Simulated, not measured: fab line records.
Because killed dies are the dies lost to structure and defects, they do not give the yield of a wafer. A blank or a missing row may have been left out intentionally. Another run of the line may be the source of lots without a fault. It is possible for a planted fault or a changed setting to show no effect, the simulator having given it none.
A sampling plan put to the test + flow nand-harc + one fab line, 51 faults that these records tell of, each judged on the records of the lots that it struck; 1 more is left out, because the records don't allow judging it
Plan = the line's own looks (route steps where a gauge or an inspection reads the wafer without altering it). Where struck wafers have a number at a look and the file lists that look's usual mean and standard deviation on fault-free wafers, the look can be judged. Caught: a look later than the fault's first step finds the struck wafers' mean 4 or more of those standard deviations (sigma) from the usual mean. On the tool: the identical test, applied to the tool's own readings at the steps of the fault. Also counted as caught: the struck wafers showing another recipe, or a record that is empty for them alone.

THE FAULTS, as the simulator had put them in
1. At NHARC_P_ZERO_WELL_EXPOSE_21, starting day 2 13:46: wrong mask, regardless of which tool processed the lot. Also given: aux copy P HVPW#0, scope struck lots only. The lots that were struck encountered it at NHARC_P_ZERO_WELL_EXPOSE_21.
2. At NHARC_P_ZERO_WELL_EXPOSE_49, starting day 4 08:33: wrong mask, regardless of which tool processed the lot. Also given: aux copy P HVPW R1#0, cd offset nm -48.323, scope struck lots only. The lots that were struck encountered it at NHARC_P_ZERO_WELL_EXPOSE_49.
3. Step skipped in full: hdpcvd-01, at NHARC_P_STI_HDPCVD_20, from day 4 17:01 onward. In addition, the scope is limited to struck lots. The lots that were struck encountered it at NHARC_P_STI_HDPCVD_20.
4. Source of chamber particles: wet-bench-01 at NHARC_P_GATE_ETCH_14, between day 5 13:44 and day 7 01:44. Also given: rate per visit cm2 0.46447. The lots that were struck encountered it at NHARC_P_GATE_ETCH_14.
5. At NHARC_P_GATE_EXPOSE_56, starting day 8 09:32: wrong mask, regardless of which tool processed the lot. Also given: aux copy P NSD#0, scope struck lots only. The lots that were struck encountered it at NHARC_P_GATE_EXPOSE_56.
6. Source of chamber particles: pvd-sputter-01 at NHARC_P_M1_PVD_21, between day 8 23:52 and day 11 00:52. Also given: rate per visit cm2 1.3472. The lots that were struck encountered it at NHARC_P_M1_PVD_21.
7. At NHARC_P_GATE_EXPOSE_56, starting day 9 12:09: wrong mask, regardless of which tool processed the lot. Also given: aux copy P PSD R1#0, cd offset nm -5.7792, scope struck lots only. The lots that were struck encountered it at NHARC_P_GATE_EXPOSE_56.
8. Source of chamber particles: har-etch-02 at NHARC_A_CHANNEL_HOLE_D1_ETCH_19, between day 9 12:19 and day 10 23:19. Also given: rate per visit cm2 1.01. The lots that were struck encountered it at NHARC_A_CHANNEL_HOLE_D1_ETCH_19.
9. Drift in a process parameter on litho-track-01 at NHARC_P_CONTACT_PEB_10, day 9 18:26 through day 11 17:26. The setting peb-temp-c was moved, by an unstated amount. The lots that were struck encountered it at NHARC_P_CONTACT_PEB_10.
10. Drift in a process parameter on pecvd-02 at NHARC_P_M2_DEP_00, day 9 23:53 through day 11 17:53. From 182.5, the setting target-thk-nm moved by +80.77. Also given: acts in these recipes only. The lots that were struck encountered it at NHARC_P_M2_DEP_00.
11. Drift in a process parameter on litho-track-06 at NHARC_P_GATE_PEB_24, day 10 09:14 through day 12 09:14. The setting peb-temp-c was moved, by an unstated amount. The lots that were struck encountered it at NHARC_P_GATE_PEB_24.
12. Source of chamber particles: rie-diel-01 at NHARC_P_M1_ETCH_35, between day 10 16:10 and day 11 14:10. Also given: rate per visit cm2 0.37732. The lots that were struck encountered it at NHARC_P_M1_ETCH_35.
13. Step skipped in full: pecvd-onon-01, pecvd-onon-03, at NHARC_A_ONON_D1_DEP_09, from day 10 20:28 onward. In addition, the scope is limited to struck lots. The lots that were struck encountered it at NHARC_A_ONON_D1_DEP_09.
14. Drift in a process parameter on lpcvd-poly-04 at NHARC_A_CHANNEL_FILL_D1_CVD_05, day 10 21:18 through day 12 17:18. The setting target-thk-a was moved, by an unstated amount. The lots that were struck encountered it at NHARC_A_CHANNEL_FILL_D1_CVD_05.
15. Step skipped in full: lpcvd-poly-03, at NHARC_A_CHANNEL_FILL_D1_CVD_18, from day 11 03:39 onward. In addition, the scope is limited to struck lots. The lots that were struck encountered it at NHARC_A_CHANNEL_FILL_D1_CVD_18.
16. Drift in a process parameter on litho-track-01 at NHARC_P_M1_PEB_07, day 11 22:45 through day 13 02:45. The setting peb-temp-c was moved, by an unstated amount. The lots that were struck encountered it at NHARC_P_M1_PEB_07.
17. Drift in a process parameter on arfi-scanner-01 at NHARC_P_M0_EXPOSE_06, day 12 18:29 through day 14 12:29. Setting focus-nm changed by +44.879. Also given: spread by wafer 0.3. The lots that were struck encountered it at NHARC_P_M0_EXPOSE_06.
18. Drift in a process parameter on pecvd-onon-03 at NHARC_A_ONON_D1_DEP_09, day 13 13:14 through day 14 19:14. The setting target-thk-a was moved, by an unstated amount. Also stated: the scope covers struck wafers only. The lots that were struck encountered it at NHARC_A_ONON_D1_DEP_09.
19. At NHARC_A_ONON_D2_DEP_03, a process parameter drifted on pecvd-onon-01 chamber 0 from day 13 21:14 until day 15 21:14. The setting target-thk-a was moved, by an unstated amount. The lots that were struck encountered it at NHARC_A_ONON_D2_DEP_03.
20. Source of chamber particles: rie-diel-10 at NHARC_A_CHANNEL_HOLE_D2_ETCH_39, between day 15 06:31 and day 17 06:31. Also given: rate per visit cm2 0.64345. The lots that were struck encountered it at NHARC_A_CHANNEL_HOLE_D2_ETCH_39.
21. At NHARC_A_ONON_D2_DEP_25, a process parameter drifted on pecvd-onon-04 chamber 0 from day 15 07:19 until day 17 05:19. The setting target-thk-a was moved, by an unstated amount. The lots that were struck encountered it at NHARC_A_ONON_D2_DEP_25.
22. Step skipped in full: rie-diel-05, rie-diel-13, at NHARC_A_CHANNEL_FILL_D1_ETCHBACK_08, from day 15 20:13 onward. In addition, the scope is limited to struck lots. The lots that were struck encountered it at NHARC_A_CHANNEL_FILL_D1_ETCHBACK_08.
23. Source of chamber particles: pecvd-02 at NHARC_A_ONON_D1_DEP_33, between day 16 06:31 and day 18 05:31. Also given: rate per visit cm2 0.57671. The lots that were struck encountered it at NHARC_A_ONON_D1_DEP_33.
24. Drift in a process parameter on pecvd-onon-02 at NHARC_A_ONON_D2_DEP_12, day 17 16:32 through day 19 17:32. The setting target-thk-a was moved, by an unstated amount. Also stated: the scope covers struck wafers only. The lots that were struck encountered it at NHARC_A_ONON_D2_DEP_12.
25. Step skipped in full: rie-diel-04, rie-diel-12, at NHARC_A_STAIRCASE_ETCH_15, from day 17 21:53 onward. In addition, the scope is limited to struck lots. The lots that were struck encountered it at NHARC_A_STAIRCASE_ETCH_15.
26. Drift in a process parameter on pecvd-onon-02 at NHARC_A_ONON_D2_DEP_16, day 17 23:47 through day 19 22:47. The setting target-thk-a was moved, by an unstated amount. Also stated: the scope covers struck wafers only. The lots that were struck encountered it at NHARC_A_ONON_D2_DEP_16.
27. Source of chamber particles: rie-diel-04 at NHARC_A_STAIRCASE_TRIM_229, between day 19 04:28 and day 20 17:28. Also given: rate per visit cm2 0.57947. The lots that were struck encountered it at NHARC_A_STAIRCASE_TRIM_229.
28. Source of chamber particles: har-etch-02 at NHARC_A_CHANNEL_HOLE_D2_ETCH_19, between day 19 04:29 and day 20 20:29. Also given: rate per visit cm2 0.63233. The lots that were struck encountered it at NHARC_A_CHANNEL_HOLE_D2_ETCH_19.
29. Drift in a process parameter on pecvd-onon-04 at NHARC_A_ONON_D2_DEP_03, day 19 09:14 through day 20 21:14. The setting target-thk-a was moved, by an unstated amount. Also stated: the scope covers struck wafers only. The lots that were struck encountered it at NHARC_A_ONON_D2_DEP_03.
30. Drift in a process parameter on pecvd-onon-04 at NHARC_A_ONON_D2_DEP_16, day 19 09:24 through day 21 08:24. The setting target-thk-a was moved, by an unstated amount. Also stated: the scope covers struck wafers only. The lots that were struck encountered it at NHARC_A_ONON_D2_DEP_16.
31. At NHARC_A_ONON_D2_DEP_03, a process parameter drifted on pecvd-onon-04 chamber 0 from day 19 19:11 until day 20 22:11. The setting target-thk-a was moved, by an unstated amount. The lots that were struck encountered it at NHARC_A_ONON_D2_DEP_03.
32. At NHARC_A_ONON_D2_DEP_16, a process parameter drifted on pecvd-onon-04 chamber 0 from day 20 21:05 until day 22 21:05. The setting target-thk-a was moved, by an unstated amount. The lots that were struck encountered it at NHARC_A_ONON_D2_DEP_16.
33. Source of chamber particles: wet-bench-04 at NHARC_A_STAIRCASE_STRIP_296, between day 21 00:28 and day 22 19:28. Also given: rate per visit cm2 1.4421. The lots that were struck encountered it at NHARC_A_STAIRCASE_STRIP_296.
34. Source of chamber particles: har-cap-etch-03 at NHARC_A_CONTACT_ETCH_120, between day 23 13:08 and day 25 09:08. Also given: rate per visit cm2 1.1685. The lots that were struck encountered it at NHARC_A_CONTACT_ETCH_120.
35. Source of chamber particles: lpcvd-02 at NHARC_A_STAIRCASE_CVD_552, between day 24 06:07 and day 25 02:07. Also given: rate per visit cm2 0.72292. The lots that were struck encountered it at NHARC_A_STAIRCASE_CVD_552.
36. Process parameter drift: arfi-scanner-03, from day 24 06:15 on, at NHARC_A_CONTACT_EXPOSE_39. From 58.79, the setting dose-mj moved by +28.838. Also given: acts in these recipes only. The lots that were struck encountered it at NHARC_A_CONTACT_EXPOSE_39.
37. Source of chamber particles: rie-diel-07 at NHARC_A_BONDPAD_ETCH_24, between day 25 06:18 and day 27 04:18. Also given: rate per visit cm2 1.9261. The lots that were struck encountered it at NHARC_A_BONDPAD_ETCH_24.
38. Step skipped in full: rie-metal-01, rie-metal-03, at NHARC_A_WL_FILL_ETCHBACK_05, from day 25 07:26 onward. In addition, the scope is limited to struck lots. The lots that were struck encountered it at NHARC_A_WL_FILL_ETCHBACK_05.
39. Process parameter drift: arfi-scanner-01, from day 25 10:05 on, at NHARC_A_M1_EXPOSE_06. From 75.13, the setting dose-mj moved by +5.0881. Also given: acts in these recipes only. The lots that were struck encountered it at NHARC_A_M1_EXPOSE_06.
40. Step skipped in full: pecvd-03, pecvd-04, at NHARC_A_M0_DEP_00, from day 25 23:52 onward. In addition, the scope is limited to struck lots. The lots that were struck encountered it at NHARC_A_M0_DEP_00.
41. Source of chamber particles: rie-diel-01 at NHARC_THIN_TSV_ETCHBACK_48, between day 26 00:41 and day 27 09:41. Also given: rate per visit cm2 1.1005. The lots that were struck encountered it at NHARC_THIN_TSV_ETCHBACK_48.
42. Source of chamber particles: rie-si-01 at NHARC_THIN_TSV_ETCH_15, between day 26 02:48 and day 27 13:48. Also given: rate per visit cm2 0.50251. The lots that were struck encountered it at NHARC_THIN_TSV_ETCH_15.
43. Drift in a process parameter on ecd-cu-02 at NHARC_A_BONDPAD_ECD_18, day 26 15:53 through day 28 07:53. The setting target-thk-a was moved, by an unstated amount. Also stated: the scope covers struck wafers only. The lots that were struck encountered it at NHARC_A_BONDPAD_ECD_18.
44. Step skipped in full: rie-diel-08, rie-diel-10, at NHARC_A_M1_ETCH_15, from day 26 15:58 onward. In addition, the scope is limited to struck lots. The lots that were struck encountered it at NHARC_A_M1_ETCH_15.
45. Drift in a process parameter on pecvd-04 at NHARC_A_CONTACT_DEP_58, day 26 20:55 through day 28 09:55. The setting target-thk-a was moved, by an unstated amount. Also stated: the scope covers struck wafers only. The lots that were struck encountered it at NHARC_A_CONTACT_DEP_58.
46. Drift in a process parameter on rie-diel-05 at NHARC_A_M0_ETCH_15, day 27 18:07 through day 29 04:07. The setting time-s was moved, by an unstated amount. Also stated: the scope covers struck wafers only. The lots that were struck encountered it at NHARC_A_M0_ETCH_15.
47. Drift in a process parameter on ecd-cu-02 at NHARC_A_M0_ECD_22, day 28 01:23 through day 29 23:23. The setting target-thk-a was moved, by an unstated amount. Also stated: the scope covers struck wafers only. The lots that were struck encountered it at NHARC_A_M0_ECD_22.
48. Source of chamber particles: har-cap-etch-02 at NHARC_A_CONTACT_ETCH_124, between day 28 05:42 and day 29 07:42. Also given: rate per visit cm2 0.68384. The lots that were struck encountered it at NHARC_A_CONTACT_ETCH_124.
49. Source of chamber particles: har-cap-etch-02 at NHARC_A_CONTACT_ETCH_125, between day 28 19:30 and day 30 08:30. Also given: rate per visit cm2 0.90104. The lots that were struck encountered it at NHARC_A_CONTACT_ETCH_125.
50. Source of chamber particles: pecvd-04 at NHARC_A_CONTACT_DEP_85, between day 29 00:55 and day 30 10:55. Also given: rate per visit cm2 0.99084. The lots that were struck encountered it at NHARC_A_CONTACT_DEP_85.
51. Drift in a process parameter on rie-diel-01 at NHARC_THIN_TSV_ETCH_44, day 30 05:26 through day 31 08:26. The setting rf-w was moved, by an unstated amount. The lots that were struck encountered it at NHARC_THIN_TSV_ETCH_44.

WHAT THE PLAN SAW
| fault | on the tool itself                               | first look that catches it                      | reading, sigma                                                          | median hours from its first step to that look | hours from the fault's start to the first struck lot there | judged looks passed uncaught |
|-------|--------------------------------------------------|-------------------------------------------------|-------------------------------------------------------------------------|-----------------------------------------------|------------------------------------------------------------|------------------------------|
| 1     | under 2 sigma                                    | NHARC_END_SORT_01                               | killed-at-periphery +99 or beyond                                       | 524.5                                         | 529                                                        | 0                            |
| 2     | under 2 sigma                                    | NHARC_P_ZERO_WELL_CD_MEAS_52                    | cd-nm -35                                                               | 0.2                                           | 5                                                          | 0                            |
| 3     | no reading that can be judged                    | NHARC_END_SORT_01                               | killed-at-periphery +99 or beyond                                       | 497.7                                         | 506                                                        | 0                            |
| 4     | no reading that can be judged                    | NHARC_P_GATE_INSPECT_28                         | raw-defect-count +98                                                    | 15.3                                          | 26                                                         | 0                            |
| 5     | under 2 sigma                                    | NHARC_END_SORT_01                               | killed-at-periphery +99 or beyond                                       | 460.7                                         | 467                                                        | 0                            |
| 6     | under 2 sigma                                    | NHARC_END_SORT_01                               | killed-at-periphery +30                                                 | 417.5                                         | 448                                                        | 0                            |
| 7     | no reading that can be judged                    | not the one look that can be judged after it    | strongest: cd-nm at NHARC_P_GATE_CD_MEAS_59, -3.5                       | -                                             | -                                                          | 1                            |
| 8     | under 2 sigma                                    | NHARC_A_CHANNEL_HOLE_D1_INSPECT_40              | raw-defect-count +27                                                    | 5.7                                           | 12                                                         | 0                            |
| 9     | plate-temp-C -26 sigma                           | NHARC_P_CONTACT_CD_MEAS_12                      | cd-nm -22                                                               | 0.1                                           | 4                                                          | 0                            |
| 10    | no reading that can be judged                    | NHARC_END_SORT_01                               | killed-at-periphery +99 or beyond                                       | 429.6                                         | 445                                                        | 0                            |
| 11    | plate-temp-C -6.2 sigma                          | NHARC_P_GATE_CD_MEAS_26                         | cd-nm +7.1                                                              | 0.1                                           | 17                                                         | 0                            |
| 12    | under 2 sigma                                    | NHARC_END_SORT_01                               | killed-at-periphery +23                                                 | 438.1                                         | 428                                                        | 0                            |
| 13    | the tool's record is blank for the struck wafers | NHARC_END_SORT_01                               | killed-dies +41                                                         | 396.1                                         | 403                                                        | 0                            |
| 14    | under 2 sigma                                    | NHARC_END_WLT_00                                | VT_DECK1_MIDDLE_INNER +11                                               | 337.5                                         | 342                                                        | 1                            |
| 15    | the tool's record is blank for the struck wafers | NHARC_END_SORT_01                               | killed-dies +41                                                         | 341.2                                         | 352                                                        | 0                            |
| 16    | plate-temp-C +84 sigma                           | NHARC_P_M1_CD_MEAS_09                           | cd-nm +63                                                               | 0.1                                           | 9                                                          | 0                            |
| 17    | exposure-dose-mJ-cm2 +5.1 sigma                  | NHARC_P_M0_CD_MEAS_09                           | cd-nm -4.3                                                              | 0.1                                           | 23                                                         | 0                            |
| 18    | no reading that can be judged                    | NHARC_A_ONON_D1_THK_MEAS_11                     | thk-nm +54                                                              | 0.5                                           | 8                                                          | 0                            |
| 19    | under 2 sigma                                    | NHARC_A_ONON_D2_THK_MEAS_05                     | thk-nm +57                                                              | 0.5                                           | 7                                                          | 0                            |
| 20    | under 2 sigma                                    | NHARC_END_SORT_01                               | killed-dies +4.0                                                        | 281.0                                         | 289                                                        | 2                            |
| 21    | under 2 sigma                                    | NHARC_A_ONON_D2_THK_MEAS_27                     | thk-nm +44                                                              | 0.5                                           | 10                                                         | 0                            |
| 22    | the tool's record is blank for the struck wafers | NHARC_END_SORT_01                               | killed-dies +41                                                         | 339.2                                         | 352                                                        | 0                            |
| 23    | under 2 sigma                                    | NHARC_A_ONON_D1_INSPECT_32                      | raw-defect-count +16                                                    | 0.5                                           | 7                                                          | 0                            |
| 24    | no reading that can be judged                    | NHARC_A_ONON_D2_THK_MEAS_14                     | thk-nm -28                                                              | 0.5                                           | 18                                                         | 0                            |
| 25    | the tool's record is blank for the struck wafers | NHARC_END_SORT_01                               | killed-dies +41                                                         | 225.9                                         | 226                                                        | 0                            |
| 26    | no reading that can be judged                    | NHARC_A_ONON_D2_THK_MEAS_18                     | thk-nm -48                                                              | 0.5                                           | 18                                                         | 0                            |
| 27    | under 2 sigma                                    | NHARC_END_SORT_01                               | killed-dies +4.1                                                        | 218.3                                         | 232                                                        | 0                            |
| 28    | under 2 sigma                                    | none of the 2 looks that can be judged after it | strongest: raw-defect-count at NHARC_A_CHANNEL_HOLE_D2_INSPECT_40, +3.6 | -                                             | -                                                          | 2                            |
| 29    | under 2 sigma                                    | NHARC_A_ONON_D2_THK_MEAS_05                     | thk-nm +45                                                              | 0.5                                           | 3                                                          | 0                            |
| 30    | under 2 sigma                                    | NHARC_A_ONON_D2_THK_MEAS_18                     | thk-nm -42                                                              | 0.4                                           | 46                                                         | 0                            |
| 31    | no reading that can be judged                    | NHARC_A_ONON_D2_THK_MEAS_05                     | thk-nm -42                                                              | 0.5                                           | 8                                                          | 0                            |
| 32    | under 2 sigma                                    | NHARC_A_ONON_D2_THK_MEAS_18                     | thk-nm +45                                                              | 0.5                                           | 10                                                         | 0                            |
| 33    | under 2 sigma                                    | NHARC_END_SORT_01                               | killed-dies +4.6                                                        | 180.1                                         | 168                                                        | 0                            |
| 34    | no reading that can be judged                    | none of the 2 looks that can be judged after it | strongest: killed-dies at NHARC_END_SORT_01, +3.6                       | -                                             | -                                                          | 2                            |
| 35    | under 2 sigma                                    | NHARC_END_SORT_01                               | killed-at-array +4.7                                                    | 169.0                                         | 169                                                        | 0                            |
| 36    | exposure-dose-mJ-cm2 +99 or beyond sigma         | NHARC_A_CONTACT_CD_MEAS_42                      | cd-nm +52                                                               | 0.1                                           | 5                                                          | 0                            |
| 37    | under 2 sigma                                    | NHARC_END_SORT_01                               | defect-limited-yield -5.2                                               | 33.8                                          | 62                                                         | 0                            |
| 38    | the tool's record is blank for the struck wafers | NHARC_END_SORT_01                               | killed-dies +41                                                         | 99.1                                          | 125                                                        | 0                            |
| 39    | exposure-dose-mJ-cm2 +57 sigma                   | NHARC_A_M1_CD_MEAS_09                           | cd-nm +7.1                                                              | 0.1                                           | 26                                                         | 0                            |
| 40    | the tool's record is blank for the struck wafers | NHARC_END_SORT_01                               | defect-limited-yield -41                                                | 41.8                                          | 44                                                         | 1                            |
| 41    | under 2 sigma                                    | NHARC_END_SORT_01                               | killed-at-other +58                                                     | 15.0                                          | 31                                                         | 0                            |
| 42    | under 2 sigma                                    | NHARC_END_SORT_01                               | killed-at-other +51                                                     | 24.5                                          | 58                                                         | 1                            |
| 43    | no reading that can be judged                    | NHARC_END_SORT_01                               | defect-limited-yield -41                                                | 31.1                                          | 32                                                         | 0                            |
| 44    | the tool's record is blank for the struck wafers | NHARC_END_SORT_01                               | defect-limited-yield -41                                                | 41.5                                          | 39                                                         | 0                            |
| 45    | under 2 sigma                                    | NHARC_END_SORT_01                               | killed-at-array +40                                                     | 63.7                                          | 88                                                         | 0                            |
| 46    | run-length-s -33 sigma                           | NHARC_END_SORT_01                               | defect-limited-yield -41                                                | 38.0                                          | 67                                                         | 0                            |
| 47    | no reading that can be judged                    | no look after it can be judged                  | -                                                                       | -                                             | -                                                          | 0                            |
| 48    | no reading that can be judged                    | none of the 2 looks that can be judged after it | strongest: killed-at-array at NHARC_END_SORT_01, +3.9                   | -                                             | -                                                          | 2                            |
| 49    | no reading that can be judged                    | NHARC_END_SORT_01                               | killed-at-array +4.9                                                    | 62.9                                          | 67                                                         | 1                            |
| 50    | under 2 sigma                                    | NHARC_A_CONTACT_INSPECT_10                      | raw-defect-count +19                                                    | 0.7                                           | 4                                                          | 0                            |
| 51    | rf-fwd-power-W +99 or beyond sigma               | none of the 2 looks that can be judged after it | strongest: cd-nm at NHARC_THIN_TSV_CD_MEAS_16, -3.0                     | -                                             | -                                                          | 2                            |
A dash: this means the fault isn't caught or the number doesn't appear in these records.

Caught at a look: 45 of 51. Caught on the tool: 15 of 51. By one or the other: 46 of 51.
Caught on the tool alone: fault 51.
Caught at a look alone: faults 1, 2, 3, 4, 5, 6, 8, 10, 12, 14, 18, 19, 20, 21, 23, 24, 26, 27, 29, 30, 31, 32, 33, 35, 37, 41, 42, 43, 45, 49, 50.
Caught by neither: faults 7, 28, 34, 47, 48.

THINNER SAMPLING
If the look that catches a fault measured only every second or every third lot, by lot number, the first struck lot would be measured this late in the worst case:
| fault | struck lots at that look, in order of time | every lot | every second lot | every third lot |
|-------|--------------------------------------------|-----------|------------------|-----------------|
| 1     | L587                                       | 529 h     | may miss it      | may miss it     |
| 2     | L798                                       | 5 h       | may miss it      | may miss it     |
| 3     | L953, L954                                 | 506 h     | 507 h            | may miss all 2  |
| 4     | L783, L785                                 | 26 h      | may miss all 2   | may miss all 2  |
| 5     | L625                                       | 467 h     | may miss it      | may miss it     |
| 6     | L423, L425                                 | 448 h     | may miss all 2   | may miss all 2  |
| 8     | L914, L915, L916                           | 12 h      | 22 h             | 36 h            |
| 9     | L529, L530                                 | 4 h       | 18 h             | may miss all 2  |
| 10    | L823, L824                                 | 445 h     | 492 h            | may miss all 2  |
| 11    | L640, L642                                 | 17 h      | may miss all 2   | may miss all 2  |
| 12    | L255, L256                                 | 428 h     | 476 h            | may miss all 2  |
| 13    | L708, L707, L709                           | 403 h     | 416 h            | 419 h           |
| 14    | L161                                       | 342 h     | may miss it      | may miss it     |
| 15    | L571, L572                                 | 352 h     | 352 h            | may miss all 2  |
| 16    | L535, L536                                 | 9 h       | 21 h             | may miss all 2  |
| 17    | L713                                       | 23 h      | may miss it      | may miss it     |
| 18    | L868, L869                                 | 8 h       | 29 h             | may miss all 2  |
| 19    | L104, L107                                 | 7 h       | 34 h             | may miss all 2  |
| 20    | L830, L833, L832                           | 289 h     | 297 h            | may miss all 3  |
| 21    | L208, L211                                 | 10 h      | 44 h             | may miss all 2  |
| 22    | L619, L617, L618                           | 352 h     | 367 h            | 367 h           |
| 23    | L792, L795                                 | 7 h       | 35 h             | may miss all 2  |
| 24    | L752, L751, L754                           | 18 h      | 31 h             | may miss all 3  |
| 25    | L748, L749, L750                           | 226 h     | 238 h            | 247 h           |
| 26    | L946, L945                                 | 18 h      | 32 h             | may miss all 2  |
| 27    | L750, L752                                 | 232 h     | may miss all 2   | may miss all 2  |
| 29    | L693, L695, L697                           | 3 h       | may miss all 3   | 36 h            |
| 30    | L640                                       | 46 h      | may miss it      | may miss it     |
| 31    | L851, L853                                 | 8 h       | may miss all 2   | may miss all 2  |
| 32    | L835, L837                                 | 10 h      | may miss all 2   | may miss all 2  |
| 33    | L290, L292                                 | 168 h     | may miss all 2   | may miss all 2  |
| 35    | L292, L293, L290                           | 169 h     | 175 h            | may miss all 3  |
| 36    | L966, L967                                 | 5 h       | 21 h             | may miss all 2  |
| 37    | L843, L844, L846                           | 62 h      | 70 h             | may miss all 3  |
| 38    | L757, L755                                 | 125 h     | may miss all 2   | may miss all 2  |
| 39    | L980, L977                                 | 26 h      | 29 h             | may miss all 2  |
| 40    | L805, L809                                 | 44 h      | may miss all 2   | may miss all 2  |
| 41    | L733, L734                                 | 31 h      | 43 h             | may miss all 2  |
| 42    | L180                                       | 58 h      | may miss it      | may miss it     |
| 43    | L407, L404, L406                           | 32 h      | 37 h             | may miss all 3  |
| 44    | L441, L443                                 | 39 h      | may miss all 2   | may miss all 2  |
| 45    | L250, L248, L249                           | 88 h      | 103 h            | 103 h           |
| 46    | L462, L460                                 | 67 h      | may miss all 2   | may miss all 2  |
| 49    | L165, L166                                 | 67 h      | 96 h             | may miss all 2  |
| 50    | L872, L875, L873                           | 4 h       | 10 h             | may miss all 3  |
Hours are from the fault's start to the first struck lot that is measured. 4 sigma limit: tested on the pooled struck wafers, so a lone lot may be under it. Other struck lots may not be in these records.

THE LONGEST TIMED WAY FROM STEP TO LOOK
Fault 1: median gap of 524.5 hours between NHARC_P_ZERO_WELL_EXPOSE_21 and NHARC_END_SORT_01. No look between them can be judged.
